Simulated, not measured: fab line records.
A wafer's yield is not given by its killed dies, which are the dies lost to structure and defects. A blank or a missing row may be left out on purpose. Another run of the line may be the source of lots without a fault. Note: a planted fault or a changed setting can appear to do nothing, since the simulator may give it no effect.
A lot that was struck, set against a sound lot ; flow nandHarc ; 15 out of 1302 route steps
Sound: these wafers, L196.2, L196.3, L196.4. Struck: wafer L204.4 (left out: L204.3, a lot-mate that was not struck); the cause follows at the end.
Order at every step that has rows: each side's tool, ch and its chambers, its first start. Under that, the readings that differ: sound wafers ; struck wafers ; difference of the means ; sigmas: that difference in standard deviations of wafers without a fault.
alike: words and numbers the same on both sides, and readings whose means are apart by under 2 such deviations; not compared: readings that were withheld, readings missing a value for some wafer, numbers with overlapping values and no deviation given by the record, and bounds like >300 which may hide the same value.
A row with sigmas, a row that says differs or no value, or rows on one side alone: a step with any of these is where the two part. Numbers that don't overlap but have no deviation are shown without sigmas and don't part them. A reading that every wafer of one side lacks parts them only if that side has two wafers or more.

NHARC_P_BONDPAD_CD_MEAS_09: the cd target is 500 nm.
  sound on cdSem-01 ch 0, day 7 10:08; struck on cdSem-03 ch 0, day 10 23:05
  alike: cdNm
NHARC_P_BONDPAD_OVL_MEAS_38:
  struck on overlay-01, day 10 23:11; sound on overlay-01, day 7 10:13
reading;sound;struck;difference;sigmas
overlayXNm (nm);-7 -7 -8;14;+21;+3
  alike: overlayYNm
then, 1 step without rows for these wafers: NHARC_P_BONDPAD_HARDBAKE_10 (time 65 s).
NHARC_P_BONDPAD_DESCUM_11: chemistry O2, time 3 s.
  sound on rieDiel-04 ch 0,2,3, day 7 10:20; struck on rieDiel-04 ch 0, day 10 23:19
reading;sound;struck;difference;sigmas
throttleValvePct (%);11.317 11.313 11.321;11.294;-0.023;-2
  alike: drypumpMotorCurrentA, oesProductAu, rfVppV, showerheadPlenumPTorr
  not compared: rfHoursCounterH
NHARC_P_BONDPAD_ETCH_37: etches the open film in N2/H2, target depth 60 nm, overetch 18 nm, time 65.91 s.
  sound on rieDiel-04 ch 0,1,2, day 7 10:25; struck on rieDiel-04 ch 3, day 10 23:25
reading;sound;struck;difference;sigmas
drypumpMotorCurrentA (A);6.7 6.7 6.5;5.4;-1.2;-2
  alike: oesProductAu, rfFwdPowerW, rfVppV, showerheadPlenumPTorr, throttleValvePct
  not compared: rfHoursCounterH
then, 1 step without rows for these wafers: NHARC_P_BONDPAD_ETCH_12 (etches the open film in CHF3/O2, target depth 200 nm, time 100 s).
NHARC_P_BONDPAD_CD_MEAS_13:
  struck on cdSem-02, day 10 23:40; sound on cdSem-02, day 7 10:39
  alike: cdNm
NHARC_P_BONDPAD_STRIP_15: strips in O2.
  sound on rieDiel-03 ch 0,1,3, day 7 10:44; struck on rieDiel-04 ch 2, day 10 23:46
  alike: drypumpMotorCurrentA, oesProductAu, rfVppV, showerheadPlenumPTorr, throttleValvePct
  not compared: rfHoursCounterH
NHARC_P_BONDPAD_ETCH_24: etches the open film in CF4/N2, target depth 30 nm, time 72.99 s.
  sound on rieDiel-03 ch 0,1,2; struck on rieDiel-04 ch 3, day 10 23:56
  alike: drypumpMotorCurrentA, oesProductAu, rfFwdPowerW, rfVppV, showerheadPlenumPTorr, throttleValvePct
  not compared: rfHoursCounterH
then, 1 step without rows for these wafers: NHARC_P_BONDPAD_STRIP_16 (strips in post etch residue remover, time 600 s).
NHARC_P_BONDPAD_DEGAS_25: time 60 s.
  struck on pvdSputter-01, day 11 00:20; sound on pvdSputter-02, day 7 11:16
reading;sound;struck;difference;sigmas
heaterPowerW (W);476 505 480;373;-114;-2
then, 1 step without rows for these wafers: NHARC_P_BONDPAD_PRE_CLEAN_26 (time 30 s).
NHARC_P_BONDPAD_PVD_17: deposits TaN, target thk 5 nm, time 8.06 s.
  struck on pvdSputter-01, day 11 00:28; sound on pvdSputter-02, day 7 11:24
reading;sound;struck;difference;sigmas
timeS (s);8.06 8.06 8.06;8.4746;+0.4146;
  alike: substrateTempC, throttleValvePct
then, 1 step without rows for these wafers: NHARC_P_BONDPAD_PVD_27 (deposits Cu, target thk 30 nm, time 20.49 s).
-- jump in the record: it breaks off in module P_BONDPAD and resumes in module END (first step shown: number 1302 of the route), and 18 days separate the struck wafers' starts before and after --
NHARC_END_SORT_01:
  sound on prober-02 ch 0, day 25 06:56; struck on prober-01 ch 0, day 29 05:43
  alike: defectLimitedYield, killedAtArray, killedAtOther, killedAtPeriphery, killedDies, killedOpen, killedShort

== WHERE THEY PART ==
Last at NHARC_P_BONDPAD_DEGAS_25 as far as this record goes, first at NHARC_P_BONDPAD_OVL_MEAS_38. Later steps at which nothing parts them and some readings are alike: NHARC_P_BONDPAD_PVD_17, NHARC_END_SORT_01.

WHY: what the simulator had put in
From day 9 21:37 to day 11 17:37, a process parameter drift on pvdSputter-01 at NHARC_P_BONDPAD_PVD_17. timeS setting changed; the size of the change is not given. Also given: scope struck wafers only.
